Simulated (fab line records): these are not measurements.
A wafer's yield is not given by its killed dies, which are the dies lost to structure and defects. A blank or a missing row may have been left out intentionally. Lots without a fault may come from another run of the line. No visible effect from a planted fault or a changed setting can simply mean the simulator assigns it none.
Comparing a struck lot with a sound one	flow nand_harc	14 steps out of a route of 1159
Sound: these wafers, L616.1, L616.2, L616.6. Struck: wafers L621.1, L621.2. (L621.5 of the same lot was not struck and is left out.) The cause comes at the end.
Each step with rows lists, per side, the tool, then ch with its chambers, then its first start. Under that, the readings that differ: sound wafers	struck wafers	difference of the means	sigmas: that difference in standard deviations of wafers without a fault.
alike: readings whose means differ by less than 2 such deviations, and words and numbers that are the same on both sides. not compared: withheld readings, readings that some wafer has no value for, bounds like >300 that may hide the same value, and numbers for which the record gives no deviation and whose values overlap.
Wherever a step has rows on one side only, a row that says differs or no value, or a row with sigmas, the two part there. Non-overlapping numbers with no deviation appear without sigmas and do not part them. A reading that every wafer of one side lacks parts them only if that side has two wafers or more.

NHARC_A_WL_FILL_CVD_03: deposits W, target thk 40 nm, time 3302 s.
  sound on cvd_w-01 ch 0,1, day 15 10:14; struck on cvd_w-02 ch 0,1, day 17 06:17
  alike: heater_power_w, mfc_wf6_sccm, throttle_valve_pct
then, 1 step without rows for these wafers: NHARC_A_WL_FILL_ETCHBACK_04 (etches the open film in NF3, target depth 60 nm, time 120 s).
NHARC_A_WL_FILL_ETCHBACK_05: etches the open film in Cl2/BCl3, target depth 22 nm, time 60 s.
  sound on rie_metal-02 ch 0,1, day 15 13:46; struck on rie_metal-03 ch 1, day 17 10:05
  alike: drypump_motor_current_A, oes_product_au
  not compared: rf_hours_counter_h
NHARC_A_WL_FILL_STRIP_27: strips in N2/H2, time 20 s.
  sound on plasma_asher-01 ch 0,1, day 15 13:55; struck on plasma_asher-02 ch 0,1, day 17 10:17
  alike: drypump_motor_current_A, heater_power_w
  not compared: rf_hours_counter_h
then, 4 steps without rows for these wafers: NHARC_A_WL_FILL_STRIP_28 (strips in post etch residue remover, time 1200 s); NHARC_A_WL_FILL_PRECLEAN_06 (cleans in DIW, time 300 s); NHARC_A_WL_FILL_SRD_07; NHARC_A_WL_FILL_ANNEAL_08 (time 1800 s).
NHARC_A_WL_FILL_ALD_10: deposits SiO2, target thk 50 nm, pulse time 10 s, ald cycles 500.
  sound on ald_hk-04 ch 0,1,2, day 15 20:06; struck on ald_hk-01 ch 1,2, day 17 17:46
  alike: heater_power_w, precursor_pulse_height_rel
then, 1 step without rows for these wafers: NHARC_A_WL_FILL_ETCHBACK_16 (etches the open film in C4F8/O2/Ar, target depth 88 nm, time 17.6 s).
NHARC_A_WL_FILL_STRIP_29: strips in O2, time 20 s.
  sound on rie_diel-12 ch 1,2, day 16 02:52; struck on rie_diel-08 ch 0,2, day 17 22:02
  alike: drypump_motor_current_A, o2_flow_sccm, oes_product_au, rf_vpp_V, showerhead_plenum_p_Torr, throttle_valve_pct
  not compared: rf_hours_counter_h
NHARC_A_WL_FILL_ETCHBACK_17: etches the open film in Cl2/BCl3, target depth 4 nm, time 26.7 s.
  sound on rie_metal-02 ch 0,1, day 16 02:58; struck on rie_metal-01 ch 0,1, day 17 22:07
reading	sound	struck	difference	sigmas
drypump_motor_current_A (A)	5.4 6.1 6.1	5.0 5.3	-0.7	-2
oes_product_au (a.u.)	1.006 0.990 1.002	1.392 1.400	+0.397	+55
  not compared: rf_hours_counter_h
then, 1 step without rows for these wafers: NHARC_A_WL_FILL_PRECLEAN_18 (cleans in dHF, time 30 s).
-- jump in the record: it breaks off in module A_WL_FILL and resumes in module END (first step shown: number 1159 of the route), and 4 days separate the struck wafers' starts before and after --
NHARC_END_SORT_01:
  sound on prober-02 ch 0, day 21 05:07; struck on prober-01 ch 0, day 21 20:51
  alike: killed_at_array, killed_at_other, killed_at_periphery, killed_dies, killed_open, killed_short

== WHERE THEY PART ==
Only at NHARC_A_WL_FILL_ETCHBACK_17, within this record. Later steps at which nothing parts them and some readings are alike: NHARC_END_SORT_01.

WHY: what had been put in by the simulator
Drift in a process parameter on rie_metal-01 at NHARC_A_WL_FILL_ETCHBACK_17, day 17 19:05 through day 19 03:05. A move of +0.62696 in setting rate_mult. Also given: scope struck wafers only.
